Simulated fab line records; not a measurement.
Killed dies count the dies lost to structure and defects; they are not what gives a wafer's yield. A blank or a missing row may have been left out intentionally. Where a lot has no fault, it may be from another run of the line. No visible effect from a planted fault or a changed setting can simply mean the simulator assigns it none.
Matching of chambers / flow nand-harc / cmp-03 running NHARC_A_M1_CMP_23: 4 sister chambers
The step polishes, t overpolish 20 s, target thk 154.34 nm. 16 wafers are shown with their chamber, then 8 later ones without.

== WAFERS PAIRED WITH THEIR CHAMBERS ==
wafer=L075.1; chamber=3; motor-current-A (A)=12.3; time-to-endpoint-s (s)=32.0
wafer=L075.2; chamber=0; motor-current-A (A)=10.8; time-to-endpoint-s (s)=29.2
wafer=L075.4; chamber=1; motor-current-A (A)=11.2; time-to-endpoint-s (s)=31.8
wafer=L077.1; chamber=1; motor-current-A (A)=12.0; time-to-endpoint-s (s)=30.9
wafer=L077.2; chamber=2; motor-current-A (A)=11.0; time-to-endpoint-s (s)=27.9
wafer=L077.5; chamber=1; motor-current-A (A)=12.0; time-to-endpoint-s (s)=27.8
wafer=L076.4; chamber=3; motor-current-A (A)=12.1; time-to-endpoint-s (s)=27.0
wafer=L076.5; chamber=3; motor-current-A (A)=11.6; time-to-endpoint-s (s)=24.6
wafer=L076.6; chamber=0; motor-current-A (A)=11.4; time-to-endpoint-s (s)=28.6
wafer=L078.1; chamber=2; motor-current-A (A)=10.0; time-to-endpoint-s (s)=30.9
wafer=L078.3; chamber=1; motor-current-A (A)=11.9; time-to-endpoint-s (s)=27.0
wafer=L078.5; chamber=0; motor-current-A (A)=11.4; time-to-endpoint-s (s)=29.7
wafer=L079.1; chamber=3; motor-current-A (A)=11.3; time-to-endpoint-s (s)=32.8
wafer=L079.3; chamber=0; motor-current-A (A)=11.4; time-to-endpoint-s (s)=32.9
wafer=L079.5; chamber=0; motor-current-A (A)=12.1; time-to-endpoint-s (s)=31.8
wafer=L087.1; chamber=3; motor-current-A (A)=11.7; time-to-endpoint-s (s)=27.9

SIGNATURES (averages over the wafers above)
reading=motor-current-A; chamber 0=11.420; chamber 1=11.775; chamber 2=10.500; chamber 3=11.800; scatter within a chamber=0.451
reading=time-to-endpoint-s; chamber 0=30.440; chamber 1=29.375; chamber 2=29.400; chamber 3=28.860; scatter within a chamber=2.62
Rule: a wafer lies at a distance from a chamber equal to the root of the sum of squares, over the readings, of (its reading less the chamber's mean, divided by the reading's scatter). If the next closest chamber is less than 2 further off than the closest, the wafer can't be placed; otherwise it belongs to the closest. The scatter is the square root of a quotient: the sum, over the shown wafers, of each reading's squared deviation from its chamber's mean, divided by wafers minus chambers.

== WAFERS WITH NO CHAMBER GIVEN ==
wafer=L087.2; motor-current-A (A)=9.5; time-to-endpoint-s (s)=28.5
wafer=L087.5; motor-current-A (A)=11.6; time-to-endpoint-s (s)=28.2
wafer=L096.2; motor-current-A (A)=11.9; time-to-endpoint-s (s)=30.4
wafer=L096.5; motor-current-A (A)=12.3; time-to-endpoint-s (s)=28.5
wafer=L096.6; motor-current-A (A)=11.4; time-to-endpoint-s (s)=27.1
wafer=L097.2; motor-current-A (A)=10.8; time-to-endpoint-s (s)=28.1
wafer=L097.3; motor-current-A (A)=11.6; time-to-endpoint-s (s)=28.9
wafer=L097.6; motor-current-A (A)=11.1; time-to-endpoint-s (s)=27.7

== CHAMBER TAKEN BY EACH ==
wafer=L087.2; from the rows above=2; in truth=2
wafer=L087.5; from the rows above=can't be placed: 3 or 1 or 0 or 2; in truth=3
wafer=L096.2; from the rows above=can't be placed: 1 or 3 or 0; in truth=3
wafer=L096.5; from the rows above=can't be placed: 3 or 1 or 0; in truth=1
wafer=L096.6; from the rows above=can't be placed: 3 or 1 or 0 or 2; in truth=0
wafer=L097.2; from the rows above=can't be placed: 2 or 0 or 1 or 3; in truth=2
wafer=L097.3; from the rows above=can't be placed: 1 or 3 or 0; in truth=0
wafer=L097.6; from the rows above=can't be placed: 0 or 2 or 3 or 1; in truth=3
Placed correctly: 1 of 8. Cannot be placed on the basis of these rows: 7; the candidates contain the true chamber in 7. Placed wrongly: 0.
